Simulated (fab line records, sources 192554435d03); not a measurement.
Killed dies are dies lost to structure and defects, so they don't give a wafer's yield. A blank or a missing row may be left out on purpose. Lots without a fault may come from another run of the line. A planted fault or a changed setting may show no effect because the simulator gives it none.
Chamber matching | flow n5_finfet | N5_BEOL_M13_DESCUM_33 on rie_diel-06: 4 sister chambers
The step chemistry O2, time 7.9 s. 16 wafers are shown with their chamber, then 8 later ones without.

WAFERS WITH THEIR CHAMBER
wafer  | chamber | showerhead_plenum_p_Torr (Torr) | oes_product_au (a.u.) | throttle_valve_pct (%)
L076.2 | 0       | 2.06                            | 0.88                  | 20.1
L076.5 | 1       | 2.01                            | 0.74                  | 21.0
L076.6 | 3       | 2.19                            | 0.87                  | 20.5
L075.1 | 2       | 2.13                            | 0.68                  | 19.9
L075.4 | 1       | 2.01                            | 0.74                  | 21.1
L075.5 | 3       | 2.19                            | 0.88                  | 20.5
L078.1 | 2       | 2.13                            | 0.68                  | 19.9
L078.4 | 3       | 2.19                            | 0.87                  | 20.5
L078.6 | 1       | 2.00                            | 0.73                  | 21.0
L080.2 | 1       | 2.00                            | 0.73                  | 21.0
L080.4 | 0       | 2.05                            | 0.87                  | 20.2
L080.5 | 0       | 2.05                            | 0.87                  | 20.2
L082.1 | 3       | 2.19                            | 0.86                  | 20.5
L082.3 | 1       | 2.00                            | 0.72                  | 21.1
L082.6 | 1       | 2.00                            | 0.73                  | 21.0
L086.3 | 1       | 2.00                            | 0.73                  | 21.1

SIGNATURES (means of the wafers above)
reading                  | chamber 0 | chamber 1 | chamber 2 | chamber 3 | scatter within a chamber
showerhead_plenum_p_Torr | 2.0533    | 2.0029    | 2.1300    | 2.1900    | 0.00418
oes_product_au           | 0.8733    | 0.7314    | 0.6800    | 0.8700    | 0.00678
throttle_valve_pct       | 20.167    | 21.043    | 19.900    | 20.500    | 0.0445
Rule: a wafer's distance from a chamber is the root of the sum, over the readings, of the square of ((its reading less the chamber's mean) divided by the reading's scatter). The wafer belongs to the nearest chamber; if the next one is less than 2 further off, it can't be placed. The scatter: the root of (the sum of the squares of (reading less its chamber's mean) over the shown wafers, divided by (wafers less chambers)).

WAFERS WITHOUT THEIR CHAMBER
wafer  | showerhead_plenum_p_Torr (Torr) | oes_product_au (a.u.) | throttle_valve_pct (%)
L086.5 | 2.18                            | 0.85                  | 20.5
L086.6 | 2.13                            | 0.67                  | 20.0
L094.1 | 2.12                            | 0.66                  | 20.0
L094.3 | 2.18                            | 0.82                  | 20.5
L094.4 | 2.00                            | 0.70                  | 21.1
L096.1 | 1.99                            | 0.70                  | 21.1
L096.5 | 2.18                            | 0.82                  | 20.5
L096.6 | 1.99                            | 0.70                  | 21.1

WHICH CHAMBER EACH WENT THROUGH
wafer  | from the rows above | in truth
L086.5 | 3                   | 3
L086.6 | 2                   | 2
L094.1 | 2                   | 2
L094.3 | 3                   | 3
L094.4 | 1                   | 1
L096.1 | 1                   | 1
L096.5 | 3                   | 3
L096.6 | 1                   | 1
Placed correctly: 8 of 8. Can't be placed from these rows: 0. Placed wrongly: 0.
